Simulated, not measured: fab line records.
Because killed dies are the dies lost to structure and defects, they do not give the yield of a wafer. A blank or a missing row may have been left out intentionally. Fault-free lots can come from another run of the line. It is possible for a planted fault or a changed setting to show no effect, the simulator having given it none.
Problem report, 8D (eight disciplines) form, completed by code -- flow n5-finfet -- the parts of the form that need people (team, actions taken, sign-off) are left out

== 1. THE ISSUE ==
killed_at_M4_up at N5_PASSIVATION_PROBE_49 reads a mean of 134 on 1 wafer of 1 lot; wafers without a fault read 13 with a standard deviation of 4.4. Relative to the usual mean, that is a shift of +27 standard deviations.
First seen on wafer L110.4, day 14 07:24, on prober-02. The record has a number at this step for 7 wafers belonging to 3 lots. By rule, "out" or "out of limits" means more than 4 standard deviations away from the usual mean. The rest of the wafers with a number are treated as sound.

== 2. WHAT IT IS, AND WHAT IT ISN'T ==
question,is,is not
which readings at this step,"killed_at_M4_up, defect-limited-yield, killed-dies, sort_bin_5_function, sort-n-pass, sort-yield-pct","killed_at_M0_to_M3, killed-at-contacts, killed-at-front-end, killed-at-other, killed-on-rim, killed-open, killed-short"
which lots,L110,"L119, L125"
which wafers of those lots,L110.4,"L110.1, L110.6"
read on which tools,prober-02,prober-01
when,from day 14 07:24,"up to then (1 sound wafer); but 5 sound wafers of L110, L119, L125 came after"

== 3. SUSPECTS, AND WHAT RULES EACH OUT ==
Counting: if a tool at a process step up to the reading ran every lot that is out, it stays a suspect. Sound lots after the first of them don't rule it out here, since some wafers of a struck lot are sound.
- rie-diel-06 at N5_BEOL_M7_ETCH_72 (etches underlayer in N2/H2, target depth 6.5 nm, time 5.2 s): kept. It ran the lot that is out, L110 (day 10 22:29).
- rie-metal-02 at N5_PASSIVATION_ETCH_59 (etches TaN in Cl2/BCl3, target depth 65 nm, time 34.9 s): kept. It ran the lot that is out, L110 (day 14 02:41).
- rie-diel-05 at N5_PASSIVATION_DESCUM_46 (chemistry O2, time 7.9 s): kept. It ran the lot that is out, L110 (day 14 04:11).
- prober-02 at N5_PASSIVATION_PROBE_49: kept. It ran the lot that is out, L110 (day 14 07:15). Out on those wafers are its own readings of defect-limited-yield, killed_at_M4_up, killed-dies, sort_bin_5_function, sort-n-pass, sort-yield-pct.
- At N5_BEOL_M7_ETCH_72, inside rie-diel-06: chamber 3 took the wafers that are out, while their sound lot-mates went through chambers 0, 1.
- At N5_PASSIVATION_ETCH_59 on rie-metal-02, chamber 0 took the sound wafers of the same lots and chamber 1 took the wafers that are out.
Left after counting: rie-diel-06 at N5_BEOL_M7_ETCH_72, rie-metal-02 at N5_PASSIVATION_ETCH_59, rie-diel-05 at N5_PASSIVATION_DESCUM_46, prober-02 at N5_PASSIVATION_PROBE_49.

== 4. THE CAUSE (what the simulator had put in) ==
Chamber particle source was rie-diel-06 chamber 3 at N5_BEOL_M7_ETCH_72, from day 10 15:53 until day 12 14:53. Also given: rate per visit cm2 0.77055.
This tool is one of the 4 suspects left after counting.

== 5. THE EFFECT CHAIN, in route order ==
Rows list readings where the struck wafers' mean (over those with a number) sits beyond 3 standard deviations from the usual. Only readings for which the record gives a usual standard deviation are gone through. hours: the time from each lot's start at the first step in this table that gives one to its start at this step, as a median over the lots. sigmas: the change in usual standard deviations.
hours,step,reading,usual,on struck wafers,change,sigmas
0,N5_PASSIVATION_PROBE_49,defect-limited-yield,91.6 %,79.7,-11.9,-7.4
0,N5_PASSIVATION_PROBE_49,killed_at_M4_up,13,134,+121,+27
0,N5_PASSIVATION_PROBE_49,killed-dies,99,239,+140,+7.8
0,N5_PASSIVATION_PROBE_49,sort_bin_5_function,4.9 %,13.2,+8.3,+8.3
0,N5_PASSIVATION_PROBE_49,sort-n-pass,1081,941,-140,-7.8
0,N5_PASSIVATION_PROBE_49,sort-yield-pct,91.6 %,79.7,-11.9,-7.4
Its process steps:
- N5_PASSIVATION_PROBE_49

== 6. WHAT WOULD HAVE CAUGHT IT SOONER ==
88 hours passed between the start of the fault at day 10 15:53 and the first reading out of limits in this record, taken at day 14 07:24.
No tool reading at N5_BEOL_M7_ETCH_72 that has a usual standard deviation in the record was out on any struck wafer, so an alarm limit of 4 standard deviations on those readings would not have fired.
By day 14 07:24, every lot that is out (1) had started N5_BEOL_M7_ETCH_72 on rie-diel-06. None of them would have been spared by holding the tool at that moment.
